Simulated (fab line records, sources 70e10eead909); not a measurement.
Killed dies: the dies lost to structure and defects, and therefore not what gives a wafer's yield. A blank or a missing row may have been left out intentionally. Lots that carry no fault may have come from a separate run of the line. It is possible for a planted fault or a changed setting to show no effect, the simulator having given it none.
fab line records    flow nandHarc
record lots=24  wafers=72  lastDay=33
route steps=1302 shown A_STAIRCASE@856 A_SGD_CUT@902 A_SLIT@922
lots untouched by any fault: they come from a run of this same line in which no faults occurred
startH: the number of hours between the record's first day and the start of the first shown wafer of the lot    waitH: hours since the lot's step before    " unchanged from the row above    L1.1+2: a row that stands for several wafers    - either no value or no given start    * or withheld: withheld    < > ~ a bound
route shown NAME@n: names a module that has steps shown in the file, with the first one's number in the route    usual: mean and standard deviation over wafers with no fault    same: alike in all rows    chamber/n: place in a boat    sites: readings site by site    _std_site: how widely they spread, as a standard deviation    _edge_site: mean of outer sites minus mean of inner sites    radiusMm: how far each site lies from the wafer's centre    mask NAME#n: copy n    behind: the tool/chamber that last shaped the wafer    hold: cause of the lot's hold/its duration in hours/its outcome    device: the n, p or np transistor that did not switch    end of line: the same wafers' tests at the end of the route    for a step that has no rows: nothing shown but its recipe    killed: count of dies lost to structure and defects at first sort (not the wafer's yield)    map: a wafer's dies, marking killed ones x, the rest . and places with no die _
set.NAME: the setting the step ran with; set.NAME@STEP: the setting that earlier step ran with    model.NAME: the simulator's own value behind a step, which no gauge read
a sample of lots followed through the steps of the route, with each step as a table and each wafer as a row
services: when a tool's chamber went out of use (startH, in hours from the record's first day, below 0 if earlier), for how many hours, and the reason
## steps
# step NHARC_A_STAIRCASE_DEP_325
# recipe targetThkA=72000  tempC=400  targetThkNm=7200  teosFlowSccm=200  rfW=500  material=SiO2
# usual heaterPowerOuterW=385/85  heaterPowerW=676/130  mfcPrecursorSccm=200.0/0.5
lot.wafer  tool      chamber  startH  waitH  heaterPowerOuterW  heaterPowerW  mfcPrecursorSccm
L074.1     pecvd-03  2        418.94  0.2    397                644           200.6
L074.3     "         0        "       "      265                528           200.5
L074.6     "         2        "       "      322                554           199.5
L075.2     pecvd-01  0        433.11  0.2    446                666           200.6
L075.3     "         1        "       "      509                853           201.1
L075.4     "         0        "       "      355                551           200.6
L078.3     pecvd-02  1        445.24  0.1    314                564           200.1
L078.2     "         0        "       "      580                954           200.3
L078.5     "         1        "       "      243                465           200.7
L077.1     pecvd-03  1        445.40  0.3    471                821           199.8
L077.5     "         2        "       "      318                560           199.6
L077.4     "         0        "       "      238                488           200.0
L076.2     pecvd-02  2        461.18  0.1    478                836           200.7
L076.3     "         0        "       "      576                935           200.3
L076.1     "         1        "       "      333                574           199.8
L079.2     pecvd-01  2        461.36  0.2    490                853           199.7
L079.3     "         0        "       "      427                660           199.5
L079.5     "         1        "       "      411                723           200.7
L080.1     pecvd-03  0        472.25  0.1    326                611           200.1
L080.2     "         2        "       "      348                585           199.9
L080.5     "         1        "       "      350                697           199.9
L082.1     pecvd-02  1        492.66  0.1    303                536           199.8
L082.6     "         1        "       "      242                451           199.5
L082.4     "         0        "       "      459                793           199.8
L081.2     pecvd-03  2        492.76  0.2    381                638           200.5
L081.1     "         0        "       "      293                556           200.6
L081.5     "         1        "       "      355                672           199.8
L083.3     pecvd-01  0        513.08  0.2    358                568           200.0
L083.2     "         1        "       "      533                893           200.4
L083.6     "         0        "       "      331                536           200.3
L084.1     pecvd-02  2        529.36  0.3    459                850           199.9
L084.4     "         0        "       "      459                774           199.0
L084.5     "         1        "       "      238                453           199.8
L085.2     pecvd-01  2        529.36  0.3    461                776           200.4
L085.6     "         0        "       "      337                536           200.2
L085.5     "         2        "       "      400                727           200.5
L086.2     pecvd-03  1        543.06  0.2    413                758           199.8
L086.5     "         1        "       "      359                672           199.8
L086.4     "         2        "       "      313                557           200.7
L087.3     pecvd-02  1        553.38  0.1    324                560           199.7
L087.2     "         0        "       "      541                903           199.2
L087.4     "         1        "       "      245                455           200.1
L089.1     pecvd-02  0        566.50  0.1    511                814           199.3
L089.3     "         1        "       "      316                540           199.9
L089.4     "         1        "       "      245                466           200.4
L088.3     pecvd-01  2        570.06  0.3    441                769           199.3
L088.4     "         0        "       "      348                525           199.7
L088.6     "         2        "       "      414                751           200.1
L091.1     pecvd-01  0        594.40  0.2    407                645           199.5
L091.3     "         1        "       "      538                884           200.2
L091.4     "         1        "       "      426                742           200.8
L090.4     pecvd-03  2        594.74  0.5    331                571           199.4
L090.6     "         1        "       "      377                672           200.9
L090.5     "         2        "       "      318                570           199.7
L092.2     pecvd-01  2        606.28  0.2    486                818           200.1
L092.6     "         1        "       "      422                742           199.8
L092.4     "         0        "       "      333                541           199.9
L094.2     pecvd-03  0        620.86  0.2    312                569           199.4
L094.5     "         2        "       "      319                566           200.8
L094.6     "         1        "       "      360                670           200.7
L095.1     pecvd-02  0        620.86  0.2    534                843           199.3
L095.5     "         2        "       "      322                626           199.0
L095.4     "         0        "       "      443                763           199.7
L093.1     pecvd-03  1        634.74  0.1    382                715           199.7
L093.5     "         2        "       "      328                566           200.0
L093.6     "         0        "       "      221                464           199.7
L096.1     pecvd-02  1        634.97  0.3    344                609           200.2
L096.6     "         1        "       "      256                472           200.1
L096.5     "         0        "       "      441                762           200.7
L097.2     pecvd-01  1        644.85  0.2    466                806           200.0
L097.1     "         2        "       "      548                907           199.3
L097.6     "         2        "       "      401                727           199.7
# step NHARC_A_STAIRCASE_ETCHBACK_157
# recipe targetDepthA=900  overEtchFrac=0.3  timeS=167.14  ionEnergyEv=120  ch3fFlowSccm=50  o2FlowSccm=30  arFlowSccm=200  rfW=500  biasW=100  chemistry=CH3F/O2
# usual drypumpMotorCurrentA=5.6/0.63  oesProductAu=0.97/0.031  rfVppV=244.2/1.7  showerheadPlenumPTorr=2.45/0.11  throttleValvePct=20.663/0.0088
lot.wafer  tool        chamber  startH  waitH  drypumpMotorCurrentA  oesProductAu  rfHoursCounterH  rfVppV  showerheadPlenumPTorr  throttleValvePct
L074.3     rieDiel-12  0        433.55  0.2    5.0                   0.95          53               240.9   2.27                   20.655
L074.1     "           1        "       "      4.8                   0.95          53               242.7   2.42                   20.671
L074.6     "           0        "       "      5.0                   0.95          -                242.1   2.27                   20.674
L075.2     rieDiel-12  2        455.95  0.3    6.4                   1.01          0                243.8   2.34                   20.648
L075.3     "           0        "       "      5.0                   1.01          0                247.7   2.66                   20.657
L075.4     "           1        "       "      4.8                   1.00          0                243.5   2.42                   20.662
L078.2     rieDiel-13  2        459.44  0.2    5.7                   0.93          36               243.2   2.34                   20.671
L078.3     "           0        "       "      6.4                   0.93          41               241.3   2.33                   20.657
L078.5     "           2        "       "      5.7                   0.94          -                242.1   2.34                   20.661
L077.1     rieDiel-09  3        460.06  0.2    6.4                   0.96          47               244.1   2.54                   20.670
L077.4     "           0        "       "      5.2                   0.97          53               244.4   2.43                   20.666
L077.5     "           0        "       "      5.2                   0.98          -                243.2   2.43                   20.647
L079.3     rieDiel-09  2        476.81  0.1    5.8                   0.92          50               245.3   2.49                   20.662
L079.2     "           1        "       "      5.5                   0.95          57               242.0   2.27                   20.661
L079.5     "           2        "       "      5.7                   0.92          -                244.8   2.49                   20.660
L076.3     rieDiel-09  3        476.93  0.1    6.5                   0.99          51               245.6   2.54                   20.660
L076.2     "           0        "       "      5.2                   0.98          58               244.5   2.43                   20.666
L076.1     "           2        "       "      5.8                   0.98          50               244.9   2.49                   20.673
L080.2     rieDiel-09  2        486.64  0.1    5.7                   0.93          52               244.2   2.49                   20.664
L080.1     "           3        "       "      6.5                   0.94          54               245.3   2.54                   20.672
L080.5     "           2        "       "      5.7                   0.93          -                244.8   2.49                   20.653
L082.1     rieDiel-13  2        512.12  0.2    5.7                   1.01          55               242.6   2.33                   20.670
L082.4     "           0        "       "      6.5                   1.00          61               242.9   2.32                   20.669
L082.6     "           3        "       "      5.0                   0.99          -                243.4   2.53                   20.661
L081.2     rieDiel-13  2        512.31  0.2    5.7                   0.96          55               242.5   2.33                   20.668
L081.1     "           3        "       "      5.0                   0.97          62               246.5   2.53                   20.668
L081.5     "           0        "       "      6.5                   0.96          -                242.2   2.32                   20.644
L083.3     rieDiel-13  3        529.41  0.2    5.0                   1.00          0                245.7   2.53                   20.667
L083.2     "           0        "       "      6.4                   0.99          1                242.1   2.32                   20.663
L083.6     "           2        "       "      5.8                   1.01          -                242.9   2.33                   20.663
L084.1     rieDiel-13  2        543.41  0.2    5.7                   1.00          7                243.3   2.33                   20.681
L084.4     "           3        "       "      5.0                   1.00          5                246.1   2.53                   20.679
L084.5     "           3        "       "      5.0                   1.00          -                246.3   2.53                   20.656
L085.2     rieDiel-12  2        543.48  0.2    6.4                   0.93          31               243.1   2.33                   20.668
L085.6     "           3        "       "      6.2                   0.92          -                246.5   2.58                   20.662
L085.5     "           0        "       "      5.0                   0.95          -                247.6   2.65                   20.655
L086.4     rieDiel-13  3        557.62  0.1    5.0                   1.00          8                244.9   2.53                   20.669
L086.2     "           0        "       "      6.5                   1.00          9                242.7   2.32                   20.675
L086.5     "           3        "       "      5.0                   0.99          -                244.0   2.53                   20.640
L087.2     rieDiel-12  3        567.58  0.1    6.2                   0.97          34               246.1   2.58                   20.661
L087.4     "           1        "       "      4.8                   0.98          40               245.4   2.41                   20.678
L087.3     "           2        "       "      6.4                   0.97          37               243.1   2.33                   20.665
L089.4     rieDiel-12  1        581.42  0.2    4.8                   0.96          45               243.1   2.40                   20.660
L089.3     "           2        "       "      6.4                   0.97          42               242.7   2.33                   20.653
L089.1     "           3        "       "      6.2                   0.98          39               245.3   2.58                   20.659
L088.4     rieDiel-12  0        585.69  0.1    5.0                   0.92          41               245.8   2.64                   20.667
L088.3     "           2        "       "      6.4                   0.92          43               241.2   2.33                   20.668
L088.6     "           0        "       "      5.0                   0.91          -                246.9   2.64                   20.667
L090.4     rieDiel-13  1        610.06  0.1    5.2                   1.00          29               242.5   2.41                   20.666
L090.6     "           1        "       "      5.2                   1.00          -                243.7   2.41                   20.681
L090.5     "           2        "       "      5.8                   1.00          -                243.0   2.32                   20.658
L091.1     rieDiel-13  0        611.18  0.2    6.4                   0.98          31               242.4   2.31                   20.658
L091.4     "           2        "       "      5.7                   0.99          31               241.9   2.32                   20.674
L091.3     "           3        "       "      5.0                   0.98          32               244.1   2.52                   20.676
L092.2     rieDiel-13  2        622.42  0.2    5.8                   0.99          34               242.3   2.32                   20.658
L092.4     "           2        "       "      5.8                   0.98          -                243.4   2.32                   20.643
L092.6     "           3        "       "      5.0                   0.97          -                245.5   2.52                   20.646
L095.1     rieDiel-12  1        634.68  0.1    4.8                   1.00          0                245.4   2.40                   20.666
L095.4     "           2        "       "      6.4                   1.00          0                240.4   2.32                   20.660
L095.5     "           1        "       "      4.8                   1.01          -                243.3   2.40                   20.668
L094.2     rieDiel-12  0        635.33  0.2    5.0                   0.99          0                247.3   2.64                   20.652
L094.6     "           1        "       "      4.8                   0.99          -                244.6   2.40                   20.662
L094.5     "           2        "       "      6.4                   1.00          -                241.4   2.32                   20.659
L093.1     rieDiel-09  0        649.69  0.2    5.2                   0.92          46               243.5   2.41                   20.675
L093.6     "           3        "       "      6.5                   0.92          -                244.0   2.52                   20.666
L093.5     "           0        "       "      5.2                   0.92          -                243.9   2.41                   20.662
L096.1     rieDiel-12  1        649.82  0.2    4.8                   1.00          8                243.9   2.40                   20.664
L096.6     "           3        "       "      6.3                   0.99          -                245.9   2.57                   20.679
L096.5     "           0        "       "      5.0                   1.00          -                245.8   2.64                   20.674
L097.1     rieDiel-13  0        660.57  0.2    6.5                   0.92          50               242.2   2.30                   20.674
L097.2     "           1        "       "      5.2                   0.92          43               243.3   2.40                   20.661
L097.6     "           3        "       "      5.0                   0.92          -                245.1   2.51                   20.654
# step NHARC_A_STAIRCASE_CMP_472
# recipe material=SiO2
# usual motorCurrentA=11.6/0.94  slurryFlowMlMin=150.0/0.44
lot.wafer  tool    chamber  startH  waitH  motorCurrentA  slurryFlowMlMin
L074.1     cmp-01  0        434.12  0.2    12.7           149.9
L074.3     "       1        "       "      12.4           150.0
L074.6     "       0        "       "      11.9           149.6
L075.2     cmp-02  2        456.69  0.3    10.7           149.9
L075.4     "       3        "       "      12.6           150.2
L075.3     "       0        "       "      10.9           150.1
L078.3     cmp-04  2        460.51  0.2    10.2           149.9
L078.2     "       3        "       "      12.7           150.0
L078.5     "       3        "       "      12.7           149.6
L077.1     cmp-01  3        460.64  0.2    10.7           150.3
L077.4     "       1        "       "      12.7           150.3
L077.5     "       2        "       "      11.7           149.6
L079.3     cmp-04  1        477.45  0.2    10.9           150.2
L079.2     "       2        "       "      10.2           150.3
L079.5     "       0        "       "      10.6           149.6
L076.1     cmp-01  1        477.48  0.2    12.6           149.5
L076.3     "       2        "       "      10.8           150.5
L076.2     "       3        "       "      11.1           150.4
L080.2     cmp-02  0        487.22  0.2    10.8           150.2
L080.1     "       2        "       "      11.2           150.2
L080.5     "       0        "       "      10.8           150.4
L082.1     cmp-02  3        512.81  0.3    12.8           149.8
L082.4     "       0        "       "      11.1           149.5
L082.6     "       2        "       "      10.8           150.4
L081.1     cmp-01  0        512.92  0.3    12.1           150.5
L081.2     "       1        "       "      12.8           149.7
L081.5     "       3        "       "      10.8           150.1
L083.3     cmp-01  0        529.93  0.2    11.9           149.6
L083.2     "       1        "       "      12.9           149.8
L083.6     "       1        "       "      13.3           149.9
L084.4     cmp-02  0        543.99  0.2    11.6           150.0
L084.1     "       1        "       "      12.1           149.7
L084.5     "       0        "       "      10.7           151.0
L085.2     cmp-04  1        544.02  0.3    10.9           149.4
L085.5     "       3        "       "      13.1           151.3
L085.6     "       0        "       "      11.2           149.8
L086.4     cmp-04  3        558.17  0.1    12.9           150.3
L086.2     "       2        "       "      10.2           150.6
L086.5     "       3        "       "      12.5           150.5
L087.3     cmp-01  0        568.13  0.2    12.3           149.6
L087.4     "       2        "       "      10.8           150.8
L087.2     "       3        "       "      10.6           150.0
L089.1     cmp-01  3        581.96  0.2    11.0           150.5
L089.3     "       1        "       "      12.6           150.5
L089.4     "       2        "       "      11.6           150.6
L088.4     cmp-01  2        586.26  0.1    11.1           150.5
L088.3     "       3        "       "      10.6           149.9
L088.6     "       1        "       "      12.6           151.0
L090.4     cmp-04  0        610.64  0.1    11.5           149.5
L090.6     "       3        "       "      13.1           150.2
L090.5     "       0        "       "      10.8           149.8
L091.1     cmp-01  2        611.76  0.2    11.7           150.3
L091.3     "       3        "       "      10.4           150.2
L091.4     "       1        "       "      13.3           149.5
L092.4     cmp-01  3        623.10  0.1    10.7           149.9
L092.2     "       0        "       "      11.8           150.7
L092.6     "       3        "       "      10.9           150.0
L095.1     cmp-04  0        635.60  0.2    11.6           150.3
L095.4     "       2        "       "      10.5           149.3
L095.5     "       3        "       "      12.5           149.8
L094.2     cmp-01  3        635.87  0.3    10.4           149.9
L094.5     "       1        "       "      13.2           150.4
L094.6     "       2        "       "      11.0           149.9
L093.1     cmp-04  1        650.27  0.3    10.8           149.6
L093.5     "       3        "       "      12.9           149.7
L093.6     "       0        "       "      11.1           149.8
L096.1     cmp-04  2        650.43  0.3    10.6           149.6
L096.5     "       0        "       "      11.2           149.7
L096.6     "       1        "       "      11.1           149.6
L097.2     cmp-02  3        661.14  0.2    12.6           149.2
L097.1     "       0        "       "      10.8           149.8
L097.6     "       2        "       "      11.0           149.8
# step NHARC_A_SGD_CUT_OVL_MEAS_10
# usual overlayXNm=0.1/0.99  overlayYNm=0.0/0.88
lot.wafer  tool        chamber  startH  waitH  overlayXNm  overlayYNm
L074.1     overlay-01  -        435.19  -      1.1         0.3
L074.3     "           -        "       "      0.9         0.2
L074.6     "           -        "       "      1.5         0.1
L075.2     overlay-02  -        458.03  -      -0.2        1.3
L075.3     "           -        "       "      -0.7        0.8
L075.4     "           -        "       "      -0.3        0.2
L078.2     overlay-02  -        461.73  -      0.5         0.9
L078.3     "           -        "       "      0.3         1.2
L078.5     "           -        "       "      0.4         0.6
L077.1     overlay-01  -        461.90  -      1.4         -0.4
L077.4     "           -        "       "      1.1         0.5
L077.5     "           -        "       "      1.4         -0.9
L079.2     overlay-01  -        478.51  -      0.7         -0.2
L079.3     "           -        "       "      0.7         0.1
L079.5     "           -        "       "      0.5         -0.5
L076.1     overlay-02  -        478.70  -      1.2         -0.9
L076.2     "           -        "       "      0.9         -0.5
L076.3     "           -        "       "      0.9         -0.4
L080.1     overlay-02  -        488.29  -      0.0         -0.6
L080.2     "           -        "       "      -0.1        -0.3
L080.5     "           -        "       "      0.2         -0.4
L082.1     overlay-02  -        513.85  -      0.1         0.3
L082.4     "           -        "       "      -0.2        0.5
L082.6     "           -        "       "      0.1         0.7
L081.1     overlay-01  -        514.09  -      0.6         0.1
L081.2     "           -        "       "      1.0         0.5
L081.5     "           -        "       "      0.4         0.0
L083.2     overlay-02  -        531.15  -      2.6         -1.3
L083.3     "           -        "       "      3.1         -1.1
L083.6     "           -        "       "      2.7         -0.7
L084.1     overlay-01  -        545.06  -      -0.1        0.0
L084.4     "           -        "       "      -0.1        -0.7
L084.5     "           -        "       "      0.1         -0.3
L085.2     overlay-02  -        545.21  -      -1.6        -0.5
L085.5     "           -        "       "      -1.6        -1.2
L085.6     "           -        "       "      -1.9        -0.8
L086.2     overlay-02  -        559.39  -      1.5         -0.2
L086.4     "           -        "       "      0.5         -0.8
L086.5     "           -        "       "      0.6         -0.3
L087.2     overlay-01  -        569.23  -      -1.1        1.7
L087.3     "           -        "       "      -0.6        2.0
L087.4     "           -        "       "      -0.5        1.3
L089.1     overlay-01  -        583.07  -      0.0         0.8
L089.3     "           -        "       "      -0.2        1.8
L089.4     "           -        "       "      0.1         1.4
L088.3     overlay-01  -        587.45  -      -1.5        -1.1
L088.4     "           -        "       "      -2.0        -1.4
L088.6     "           -        "       "      -1.7        -0.8
L090.4     overlay-02  -        611.83  -      -0.1        1.2
L090.5     "           -        "       "      -0.8        1.5
L090.6     "           -        "       "      -0.8        1.4
L091.1     overlay-01  -        612.98  -      -1.2        1.7
L091.3     "           -        "       "      -1.1        0.9
L091.4     "           -        "       "      -0.4        1.4
L092.2     overlay-01  -        624.32  -      0.2         0.5
L092.4     "           -        "       "      0.0         0.2
L092.6     "           -        "       "      -0.7        0.1
L095.1     overlay-02  -        636.71  -      0.5         -1.4
L095.4     "           -        "       "      0.7         -0.7
L095.5     "           -        "       "      -0.3        -1.5
L094.2     overlay-02  -        637.04  -      0.0         -0.7
L094.5     "           -        "       "      -0.6        -0.5
L094.6     "           -        "       "      -0.3        -0.1
L093.1     overlay-02  -        651.44  -      0.2         -1.2
L093.5     "           -        "       "      0.2         -0.4
L093.6     "           -        "       "      0.4         -0.8
L096.1     overlay-01  -        651.60  -      -0.7        -0.2
L096.5     "           -        "       "      -1.1        0.2
L096.6     "           -        "       "      -0.8        0.5
L097.1     overlay-01  -        662.34  -      0.3         -0.9
L097.2     "           -        "       "      0.4         -0.7
L097.6     "           -        "       "      0.4         -0.7
# step NHARC_A_SLIT_DEP_25
# recipe targetThkA=2000  tempC=400  pressureTorr=6.5  rfW=900  teosFlowSccm=161.4  flowSccm=2650  targetThkNm=200  gas=O2  material=SiO2
# usual heaterPowerOuterW=282/89  heaterPowerW=534/120  mfcPrecursorSccm=161.4/0.5  showerheadVppV=1841/81  throttleValvePct=15.9/0.48
lot.wafer  tool      chamber  startH  waitH  heaterPowerOuterW  heaterPowerW  mfcPrecursorSccm  showerheadVppV  throttleValvePct
L074.3     pecvd-02  0        441.84  0.1    452                749           160.9             1778            16.8
L074.1     "         2        "       "      309                621           161.2             1859            15.8
L074.6     "         2        "       "      318                636           160.9             1830            15.6
L075.2     pecvd-04  1        464.68  0.1    275                480           161.2             1841            15.2
L075.3     "         2        "       "      202                477           160.7             1986            15.5
L075.4     "         0        "       "      373                636           160.7             1738            15.8
L078.3     pecvd-04  1        468.52  0.1    281                487           160.7             1799            15.3
L078.2     "         0        "       "      381                617           160.8             1777            16.0
L078.5     "         0        "       "      384                621           161.1             1771            15.9
L077.1     pecvd-03  0        468.60  0.1    199                450           161.0             1690            15.4
L077.4     "         1        "       "      283                586           161.8             1940            15.8
L077.5     "         0        "       "      201                439           161.2             1750            15.5
L076.1     pecvd-04  2        485.14  0.1    179                446           161.9             1925            15.6
L076.2     "         0        "       "      377                628           162.3             1771            15.7
L076.3     "         1        "       "      192                387           161.4             1818            15.6
L079.3     pecvd-02  0        485.15  0.1    440                722           161.4             1729            16.6
L079.2     "         1        "       "      185                384           162.0             1964            16.7
L079.5     "         2        "       "      382                720           160.1             1839            16.0
L080.2     pecvd-04  1        495.58  0.1    216                417           161.2             1821            15.5
L080.1     "         2        "       "      206                485           160.8             1930            15.4
L080.5     "         2        "       "      210                494           161.0             1908            15.5
L081.2     pecvd-04  1        520.51  0.1    237                442           162.1             1826            15.6
L081.1     "         2        "       "      236                501           161.6             1902            15.8
L081.5     "         1        "       "      237                452           163.1             1818            15.3
L082.1     pecvd-02  0        520.57  0.1    408                681           162.6             1753            16.8
L082.6     "         1        "       "      218                421           161.8             2010            17.0
L082.4     "         2        "       "      332                656           160.8             1820            15.7
L083.2     pecvd-02  1        538.18  0.1    166                350           161.1             1978            16.8
L083.3     "         0        "       "      494                786           161.9             1782            16.7
L083.6     "         0        "       "      494                795           161.0             1762            16.7
L084.1     pecvd-02  2        551.91  0.1    372                708           161.1             1829            15.9
L084.5     "         0        "       "      416                713           161.9             1784            16.8
L084.4     "         1        "       "      204                390           160.8             1984            16.7
L085.2     pecvd-04  2        552.06  0.3    204                486           160.9             1912            15.7
L085.5     "         0        "       "      369                595           161.1             1771            16.0
L085.6     "         2        "       "      212                488           161.2             1947            15.6
L086.2     pecvd-04  0        567.03  0.1    393                657           162.0             1775            15.9
L086.5     "         1        "       "      224                433           160.6             1824            15.2
L086.4     "         2        "       "      231                522           160.7             1916            15.6
L087.2     pecvd-03  1        575.87  0.1    357                662           161.0             1950            15.7
L087.3     "         2        "       "      220                440           161.4             1810            16.3
L087.4     "         2        "       "      230                454           161.5             1823            16.1
L089.1     pecvd-04  2        590.45  0.4    221                504           161.8             1934            15.5
L089.3     "         0        "       "      402                627           161.9             1802            15.9
L089.4     "         1        "       "      198                383           161.2             1810            15.3
L088.3     pecvd-03  1        595.37  0.1    335                651           161.4             1886            15.8
L088.4     "         1        "       "      345                655           162.7             1928            15.5
L088.6     "         0        "       "      158                384           161.9             1709            15.6
L091.1     pecvd-03  0        619.12  0.2    143                357           161.3             1726            15.9
L091.3     "         2        "       "      271                499           160.5             1839            16.3
L091.4     "         1        "       "      352                668           161.9             1933            15.6
L090.6     pecvd-04  0        619.13  0.2    404                630           161.9             1793            16.0
L090.5     "         1        "       "      269                489           160.7             1828            15.3
L090.4     "         2        "       "      153                418           161.4             1941            15.4
L092.2     pecvd-03  0        631.11  0.1    167                388           161.2             1723            16.0
L092.6     "         2        "       "      273                491           161.6             1832            16.3
L092.4     "         0        "       "      173                399           161.0             1725            16.2
L094.2     pecvd-03  0        643.54  0.3    145                374           160.8             1725            15.9
L094.5     "         1        "       "      292                575           161.3             1933            15.8
L094.6     "         2        "       "      326                570           161.5             1841            16.4
L095.1     pecvd-02  0        643.63  0.3    464                773           160.5             1762            16.4
L095.5     "         2        "       "      284                576           161.7             1869            15.5
L095.4     "         1        "       "      201                411           160.7             1973            16.7
L096.1     pecvd-04  1        658.67  0.1    208                420           162.0             1782            16.0
L096.5     "         1        "       "      215                432           161.6             1824            16.0
L096.6     "         2        "       "      227                521           161.6             1933            15.3
L093.1     pecvd-02  1        658.75  0.1    221                450           161.3             1987            16.9
L093.6     "         2        "       "      242                527           161.1             1884            15.7
L093.5     "         0        "       "      468                748           161.3             1760            16.5
L097.2     pecvd-04  2        669.03  0.1    240                537           161.8             1912            15.0
L097.1     "         0        "       "      362                584           160.8             1743            15.6
L097.6     "         1        "       "      174                380           161.3             1839            15.9
# step NHARC_A_SLIT_OVL_MEAS_10
# usual overlayXNm=-0.2/0.75  overlayYNm=0.2/1
lot.wafer  tool        chamber  startH  waitH  overlayXNm  overlayYNm
L074.1     overlay-02  -        447.49  -      0.5         0.8
L074.3     "           -        "       "      0.3         0.3
L074.6     "           -        "       "      0.0         0.2
L075.2     overlay-01  -        471.75  -      0.1         -0.2
L075.3     "           -        "       "      0.9         -0.6
L075.4     "           -        "       "      -0.1        0.0
L078.2     overlay-02  -        473.26  -      0.3         -0.6
L078.3     "           -        "       "      -0.4        -1.3
L078.5     "           -        "       "      -0.4        -0.1
L077.1     overlay-01  -        475.49  -      -1.0        1.1
L077.4     "           -        "       "      -0.8        1.0
L077.5     "           -        "       "      -1.0        1.1
L079.2     overlay-02  -        492.01  -      -0.3        1.1
L079.3     "           -        "       "      -0.2        1.3
L079.5     "           -        "       "      -0.2        1.4
L076.1     overlay-02  -        493.15  -      0.7         -0.3
L076.2     "           -        "       "      0.9         0.7
L076.3     "           -        "       "      0.8         0.6
L080.1     overlay-02  -        501.06  -      -0.8        -0.6
L080.2     "           -        "       "      -0.7        -0.4
L080.5     "           -        "       "      -0.2        -0.5
L082.1     overlay-01  -        525.33  -      -0.2        -0.6
L082.4     "           -        "       "      -0.1        -0.5
L082.6     "           -        "       "      0.1         -0.8
L081.1     overlay-02  -        526.11  -      0.1         1.3
L081.2     "           -        "       "      0.1         1.6
L081.5     "           -        "       "      0.2         2.0
L083.2     overlay-01  -        542.99  -      1.3         1.4
L083.3     "           -        "       "      1.8         0.9
L083.6     "           -        "       "      1.5         1.2
L084.1     overlay-01  -        558.03  -      -0.4        0.4
L084.4     "           -        "       "      -0.1        0.7
L084.5     "           -        "       "      -0.1        1.3
L085.2     overlay-02  -        558.55  -      0.1         0.2
L085.5     "           -        "       "      -0.2        0.0
L085.6     "           -        "       "      0.0         0.3
L086.2     overlay-02  -        571.81  -      0.6         0.8
L086.4     "           -        "       "      0.1         -0.4
L086.5     "           -        "       "      0.8         0.5
L087.2     overlay-01  -        580.81  -      0.3         -0.5
L087.3     "           -        "       "      1.0         -0.8
L087.4     "           -        "       "      0.7         -0.9
L089.1     overlay-01  -        597.03  -      0.6         1.4
L089.3     "           -        "       "      0.5         2.0
L089.4     "           -        "       "      1.4         1.3
L088.3     overlay-01  -        602.84  -      -1.4        -0.4
L088.4     "           -        "       "      -1.4        -0.5
L088.6     "           -        "       "      -1.2        -0.4
L090.4     overlay-01  -        626.39  -      -1.8        0.9
L090.5     "           -        "       "      -1.5        1.4
L090.6     "           -        "       "      -1.8        0.9
L091.1     overlay-02  -        626.91  -      -1.0        0.4
L091.3     "           -        "       "      -0.4        -1.2
L091.4     "           -        "       "      -0.7        -0.4
L092.2     overlay-02  -        636.32  -      0.1         -1.3
L092.4     "           -        "       "      0.3         -0.3
L092.6     "           -        "       "      0.1         -0.8
L094.2     overlay-02  -        648.35  -      -1.1        -1.0
L094.5     "           -        "       "      -0.7        -0.9
L094.6     "           -        "       "      -1.0        -1.0
L095.1     overlay-01  -        648.40  -      -1.1        -0.4
L095.4     "           -        "       "      -0.9        0.4
L095.5     "           -        "       "      -1.1        0.1
L093.1     overlay-01  -        663.36  -      -0.1        2.4
L093.5     "           -        "       "      -0.1        2.5
L093.6     "           -        "       "      0.4         3.1
L096.1     overlay-02  -        663.57  -      -0.5        -1.0
L096.5     "           -        "       "      -0.4        -1.4
L096.6     "           -        "       "      -0.6        -1.2
L097.1     overlay-01  -        678.49  -      -0.3        -0.9
L097.2     "           -        "       "      -0.1        -0.3
L097.6     "           -        "       "      0.5         -0.5
## services
tool        chamber  startH  hours  kind
cmp-04      -        405.11  4.0    pm
pecvd-02    -        408.35  13.0   pm
cmp-01      -        417.64  1.4    repair
rieDiel-12  -        446.40  9.0    pm
pecvd-04    -        450.18  13.0   pm
pecvd-03    1        454.60  2.7    repair
rieDiel-12  0        465.41  9.0    repair
cmp-01      -        479.50  4.0    pm
cmp-01      -        490.56  1.0    repair
rieDiel-13  -        519.05  9.0    pm
rieDiel-13  -        541.96  0.2    repair
pecvd-03    -        547.06  13.0   pm
pecvd-04    -        562.43  0.3    repair
pecvd-02    1        572.01  5.2    repair
cmp-01      -        577.50  4.0    pm
rieDiel-12  3        581.97  1.5    repair
pecvd-02    -        589.35  13.0   pm
pecvd-03    0        592.26  2.5    repair
rieDiel-12  1        602.59  2.8    repair
rieDiel-13  1        614.60  13.0   repair
rieDiel-12  -        623.40  9.0    pm
pecvd-04    -        631.23  13.0   pm
cmp-01      -        641.40  1.3    repair
rieDiel-12  1        650.10  4.9    repair
## key
fault none
